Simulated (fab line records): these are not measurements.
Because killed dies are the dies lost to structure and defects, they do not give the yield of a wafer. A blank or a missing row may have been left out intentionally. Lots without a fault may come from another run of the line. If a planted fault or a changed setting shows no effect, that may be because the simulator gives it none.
Which tool is to blame?	flow n5 finfet	Sampling: 24 lots, 72 wafers, 6 of 1938 route steps

== WHAT THE GAUGES READ, wafer by wafer ==
N5_BEOL_M8_INSPECT_58: inspects for defects (darkfield).
lot	measured	on	raw defect count
L074	day 9 07:13	defect inspect-02	50 42 47
L076	day 9 23:25	defect inspect-01	49 30 32
L075	day 10 05:02	defect inspect-02	68 45 52
L077	day 10 22:37	defect inspect-01	71 56 67
L078	day 11 06:52	defect inspect-02	72 47 52
L080	day 11 10:47	defect inspect-02	50 51 75
L079	day 11 11:20	defect inspect-02	42 80 109
L081	day 12 06:33	defect inspect-02	100 136 72
L083	day 12 06:49	defect inspect-01	96 72 76
L084	day 12 12:19	defect inspect-02	64 62 53
L085	day 12 21:03	defect inspect-02	73 84 92
L082	day 12 21:32	defect inspect-02	32 28 57
L086	day 13 11:02	defect inspect-02	137 100 101
L087	day 13 15:02	defect inspect-02	80 61 51
L088	day 14 01:12	defect inspect-01	67 58 70
L089	day 14 10:43	defect inspect-01	126 138 113
L091	day 14 12:16	defect inspect-02	67 64 83
L090	day 14 12:32	defect inspect-02	127 110 44
L093	day 14 12:56	defect inspect-01	51 59 55
L096	day 14 18:14	defect inspect-02	74 41 72
L094	day 14 18:21	defect inspect-02	53 65 36
L092	day 14 18:54	defect inspect-02	61 61 58
L095	day 15 12:46	defect inspect-01	85 48 28
L097	day 16 08:11	defect inspect-02	60 28 49

== EACH LOT AND THE TOOL THAT RAN IT (in order: tool; ch and the chambers of the sampled wafers; start) ==
lot	N5_BEOL_M8_VIA_ETCH_34	N5_BEOL_M8_PRE_CLEAN_45	N5_BEOL_M8_SPUTTER_48	N5_BEOL_M8_ANNEAL_51	N5_BEOL_M8_CMP_52
L074	rie diel-02 ch 1,2,3, day 9 04:20	pvd sputter-03, day 9 05:29	pvd sputter-03, day 9 06:02	rtp anneal-02 ch 0, day 9 06:36	cmp-03 ch 0,2,3, day 9 06:50
L076	rie diel-01 ch 0,2, day 9 20:49	pvd sputter-02, day 9 21:52	pvd sputter-03, day 9 22:25	rtp anneal-01 ch 0, day 9 22:41	cmp-02 ch 1,2, day 9 22:56
L075	rie diel-01 ch 0,1,2, day 10 02:23	pvd sputter-03, day 10 03:14	pvd sputter-03, day 10 03:58	rtp anneal-02 ch 0, day 10 04:20	cmp-02 ch 0,1,3, day 10 04:35
L077	rie diel-06 ch 0,1,2, day 10 17:48	pvd sputter-01, day 10 18:45	pvd sputter-02, day 10 21:00	rtp anneal-02 ch 0, day 10 21:46	cmp-01 ch 2,3, day 10 22:10
L078	rie diel-02 ch 0,1,2, day 11 03:36	pvd sputter-02, day 11 04:28	pvd sputter-03, day 11 05:44	rtp anneal-01 ch 0, day 11 06:12	cmp-03 ch 1,2,3, day 11 06:27
L080	rie diel-02 ch 0,1,3, day 11 06:38	pvd sputter-02, day 11 08:57	pvd sputter-02, day 11 09:33	rtp anneal-02 ch 0, day 11 09:46	cmp-03 ch 0,1,2, day 11 10:19
L079	rie diel-01 ch 2,3, day 11 07:00	pvd sputter-02, day 11 09:07	pvd sputter-02, day 11 09:57	rtp anneal-02 ch 0, day 11 10:18	cmp-03 ch 0,3, day 11 10:55
L081	rie diel-06 ch 1,2,3, day 12 02:29	pvd sputter-03, day 12 04:31	pvd sputter-01, day 12 05:35	rtp anneal-02 ch 0, day 12 05:50	cmp-02 ch 0,1,3, day 12 06:08
L083	rie diel-02 ch 0,1, day 12 02:59	pvd sputter-01, day 12 05:08	pvd sputter-01, day 12 05:51	rtp anneal-02 ch 0, day 12 06:07	cmp-01 ch 0,2,3, day 12 06:24
L084	rie diel-01 ch 1,2, day 12 09:55	pvd sputter-02, day 12 10:49	pvd sputter-01, day 12 11:22	rtp anneal-01 ch 0, day 12 11:37	cmp-03 ch 1,2,3, day 12 11:54
L085	rie diel-01 ch 0,1,2, day 12 18:04	pvd sputter-03, day 12 19:00	pvd sputter-01, day 12 19:52	rtp anneal-02 ch 0, day 12 20:08	cmp-02 ch 0,2,3, day 12 20:37
L082	rie diel-01 ch 0,2, day 12 18:28	pvd sputter-02, day 12 19:16	pvd sputter-01, day 12 20:31	rtp anneal-01 ch 0, day 12 20:47	cmp-03 ch 0,2,3, day 12 21:10
L086	rie diel-01 ch 0,1, day 13 08:26	pvd sputter-03, day 13 09:21	pvd sputter-03, day 13 10:04	rtp anneal-01 ch 0, day 13 10:24	cmp-01 ch 1,2,3, day 13 10:39
L087	rie diel-02 ch 0,1, day 13 12:22	pvd sputter-02, day 13 13:22	pvd sputter-03, day 13 14:04	rtp anneal-01 ch 0, day 13 14:25	cmp-02 ch 0,1,2, day 13 14:39
L088	rie diel-01 ch 2,3, day 13 22:28	pvd sputter-01, day 13 23:19	pvd sputter-03, day 14 00:04	rtp anneal-02 ch 0, day 14 00:27	cmp-01 ch 0,2,3, day 14 00:49
L089	rie diel-06 ch 0,1,2, day 14 06:38	pvd sputter-02, day 14 07:31	pvd sputter-01, day 14 09:38	rtp anneal-01 ch 0, day 14 09:58	cmp-02 ch 0,2,3, day 14 10:20
L091	rie diel-06 ch 0,2, day 14 09:03	pvd sputter-01, day 14 10:28	pvd sputter-01, day 14 11:18	rtp anneal-02 ch 0, day 14 11:31	cmp-01 ch 0,1,3, day 14 11:53
L090	rie diel-02 ch 0,3, day 14 09:14	pvd sputter-01, day 14 10:43	pvd sputter-01, day 14 11:32	rtp anneal-02 ch 0, day 14 11:50	cmp-02 ch 0,1,3, day 14 12:05
L093	rie diel-01 ch 0,2, day 14 09:16	pvd sputter-01, day 14 10:58	pvd sputter-01, day 14 11:58	rtp anneal-02 ch 0, day 14 12:11	cmp-03 ch 0,3, day 14 12:28
L096	rie diel-06 ch 0,2,3, day 14 15:27	pvd sputter-03, day 14 16:17	pvd sputter-03, day 14 17:09	rtp anneal-01 ch 0, day 14 17:29	cmp-01 ch 1,2, day 14 17:47
L094	rie diel-01 ch 1,3, day 14 15:47	pvd sputter-03, day 14 16:38	pvd sputter-02, day 14 17:18	rtp anneal-02 ch 0, day 14 17:36	cmp-03 ch 0,1, day 14 17:53
L092	rie diel-06 ch 0,2, day 14 16:03	pvd sputter-03, day 14 17:16	pvd sputter-02, day 14 17:55	rtp anneal-02 ch 0, day 14 18:08	cmp-03 ch 0,1,3, day 14 18:31
L095	rie diel-06 ch 0,2,3, day 15 10:04	pvd sputter-03, day 15 11:11	pvd sputter-02, day 15 11:47	rtp anneal-01 ch 0, day 15 12:06	cmp-03 ch 0,2,3, day 15 12:23
L097	rie diel-06 ch 0,1,2, day 16 03:42	pvd sputter-01, day 16 05:10	pvd sputter-01, day 16 07:13	rtp anneal-01 ch 0, day 16 07:29	cmp-03 ch 0,1,3, day 16 07:46
- N5_BEOL_M8_VIA_ETCH_34: etches SiCOH lowk in C4F6/O2, target depth 125.5 nm, time 50.5 s.
- N5_BEOL_M8_PRE_CLEAN_45: time 30 s.
- N5_BEOL_M8_SPUTTER_48: material Cu, target thk 10 nm, time 1.667 s.
- N5_BEOL_M8_ANNEAL_51: time 90 s.
- N5_BEOL_M8_CMP_52: polishes, stops on SiCOH lowk, t overpolish 6.9 s, target thk 80 nm.

== WHAT THE TOOLS THEMSELVES READ (means of the sampled wafers that have a number; where no wafer has one, the mark that the record gives instead) ==
N5_BEOL_M8_VIA_ETCH_34.
lot	tool	drypump motor current A (A)	oes product au (a.u.)	rf vpp V (V)	showerhead plenum p Torr (Torr)	throttle valve pct (%)
L074	rie diel-02	5.6	0.72	669	2.90	21.01
L076	rie diel-01	5.1	0.70	664	2.87	20.98
L075	rie diel-01	5.5	0.72	654	2.87	20.89
L077	rie diel-06	5.3	0.73	678	2.95	20.93
L078	rie diel-02	5.5	0.75	670	2.95	20.99
L080	rie diel-02	5.6	0.76	665	2.92	20.99
L079	rie diel-01	5.1	0.70	671	2.82	20.96
L081	rie diel-06	5.4	0.77	668	2.89	20.88
L083	rie diel-02	5.3	0.80	665	2.97	20.92
L084	rie diel-01	5.7	0.74	656	2.83	20.89
L085	rie diel-01	5.5	0.81	654	2.87	20.78
L082	rie diel-01	5.3	0.86	653	2.90	20.69
L086	rie diel-01	6.0	0.82	644	2.87	20.70
L087	rie diel-02	5.4	0.78	665	2.96	20.95
L088	rie diel-01	4.9	0.77	673	2.82	20.92
L089	rie diel-06	5.3	0.71	679	2.94	20.96
L091	rie diel-06	5.1	0.71	676	2.95	20.99
L090	rie diel-02	5.4	0.78	660	2.93	20.94
L093	rie diel-01	5.1	0.77	663	2.86	20.89
L096	rie diel-06	5.3	0.77	664	2.89	21.05
L094	rie diel-01	5.8	0.80	653	2.83	20.74
L092	rie diel-06	5.1	0.72	676	2.95	21.11
L095	rie diel-06	5.3	0.75	666	2.89	21.05
L097	rie diel-06	5.3	0.78	679	2.93	20.86

N5_BEOL_M8_PRE_CLEAN_45.
lot	tool	heater power w (W)
L074	pvd sputter-03	321
L076	pvd sputter-02	310
L075	pvd sputter-03	339
L077	pvd sputter-01	349
L078	pvd sputter-02	326
L080	pvd sputter-02	319
L079	pvd sputter-02	327
L081	pvd sputter-03	350
L083	pvd sputter-01	307
L084	pvd sputter-02	314
L085	pvd sputter-03	285
L082	pvd sputter-02	333
L086	pvd sputter-03	337
L087	pvd sputter-02	325
L088	pvd sputter-01	313
L089	pvd sputter-02	319
L091	pvd sputter-01	303
L090	pvd sputter-01	309
L093	pvd sputter-01	312
L096	pvd sputter-03	320
L094	pvd sputter-03	342
L092	pvd sputter-03	323
L095	pvd sputter-03	342
L097	pvd sputter-01	339

N5_BEOL_M8_SPUTTER_48.
lot	tool	throttle valve pct (%)
L074	pvd sputter-03	29.4
L076	pvd sputter-03	29.2
L075	pvd sputter-03	29.5
L077	pvd sputter-02	28.8
L078	pvd sputter-03	29.2
L080	pvd sputter-02	29.2
L079	pvd sputter-02	29.3
L081	pvd sputter-01	30.2
L083	pvd sputter-01	30.1
L084	pvd sputter-01	30.4
L085	pvd sputter-01	30.4
L082	pvd sputter-01	29.9
L086	pvd sputter-03	29.2
L087	pvd sputter-03	28.9
L088	pvd sputter-03	28.9
L089	pvd sputter-01	29.9
L091	pvd sputter-01	30.5
L090	pvd sputter-01	29.8
L093	pvd sputter-01	30.0
L096	pvd sputter-03	29.3
L094	pvd sputter-02	29.1
L092	pvd sputter-02	29.0
L095	pvd sputter-02	29.6
L097	pvd sputter-01	30.8

N5_BEOL_M8_ANNEAL_51.
lot	tool	anneal temp c max	wafer_temp_C_max
L074	rtp anneal-02	226.39	226.03
L076	rtp anneal-01	226.33	225.84
L075	rtp anneal-02	226.00	225.39
L077	rtp anneal-02	226.34	225.79
L078	rtp anneal-01	225.97	225.94
L080	rtp anneal-02	226.73	225.71
L079	rtp anneal-02	226.38	225.93
L081	rtp anneal-02	226.33	225.92
L083	rtp anneal-02	226.62	225.65
L084	rtp anneal-01	226.03	225.67
L085	rtp anneal-02	226.52	225.73
L082	rtp anneal-01	226.17	225.97
L086	rtp anneal-01	226.24	226.10
L087	rtp anneal-01	226.41	225.93
L088	rtp anneal-02	226.52	225.77
L089	rtp anneal-01	225.97	226.04
L091	rtp anneal-02	226.75	225.96
L090	rtp anneal-02	226.33	225.94
L093	rtp anneal-02	226.68	225.83
L096	rtp anneal-01	226.25	225.80
L094	rtp anneal-02	226.34	225.89
L092	rtp anneal-02	226.67	225.74
L095	rtp anneal-01	226.45	225.60
L097	rtp anneal-01	226.29	225.75

N5_BEOL_M8_CMP_52.
lot	tool	barrier field endpoint s (s)	motor current A (A)	overpolish run s (s)	slurry filter dp kPa (kPa)	time to endpoint s (s)
L074	cmp-03	28.0	6.3	6.900	13.48	58
L076	cmp-02	29.6	5.6	6.894	13.61	65
L075	cmp-02	29.5	6.3	6.906	13.34	67
L077	cmp-01	27.8	6.1	6.904	13.64	58
L078	cmp-03	28.8	6.2	6.901	13.42	61
L080	cmp-03	29.4	6.8	6.900	13.46	63
L079	cmp-03	29.9	5.5	6.893	13.60	65
L081	cmp-02	29.6	6.4	6.891	13.46	66
L083	cmp-01	28.8	5.6	6.896	13.63	61
L084	cmp-03	28.3	6.0	6.890	13.42	57
L085	cmp-02	29.4	6.5	6.905	13.47	66
L082	cmp-03	29.6	6.3	6.902	13.38	64
L086	cmp-01	28.2	5.8	6.899	13.42	58
L087	cmp-02	29.7	5.6	6.890	13.43	64
L088	cmp-01	28.2	5.8	6.901	13.63	61
L089	cmp-02	30.0	6.3	6.888	13.42	67
L091	cmp-01	29.1	5.4	6.894	13.53	59
L090	cmp-02	29.3	6.3	6.902	13.49	66
L093	cmp-03	29.7	6.3	6.899	13.57	66
L096	cmp-01	28.6	5.7	6.900	13.44	62
L094	cmp-03	29.5	6.4	6.900	13.43	66
L092	cmp-03	29.3	6.1	6.900	13.46	65
L095	cmp-03	28.4	6.4	6.904	13.55	64
L097	cmp-03	29.3	6.1	6.896	13.39	65

== THE ANSWER, worked out from the rows above alone ==
Rule: usual is defined by the lots themselves. Put in order of their means at a reading, lots are off if they are a third of the lots or fewer, leave a main group of 4 or more, and stand apart from it by a gap of 3 or more times the standard deviation of the main group's means; of several such gaps the widest counts. Not used: any main group whose means are identical at the precision the tables above print for the reading. A lot without any number at a reading at which 4 lots or more have one is off too. The other lots that the step has rows for count as sound. After the gauges, taken in route order, come the tools' own readings; for these a lot's mean is taken, as printed above. At the first step where some lot is off, the reading lying furthest off is the one used; lots without a number count as furthest.
No lot is off on any of the readings shown, so nothing can be concluded from this.

== WHAT THE SIMULATOR HAD PUT IN ==
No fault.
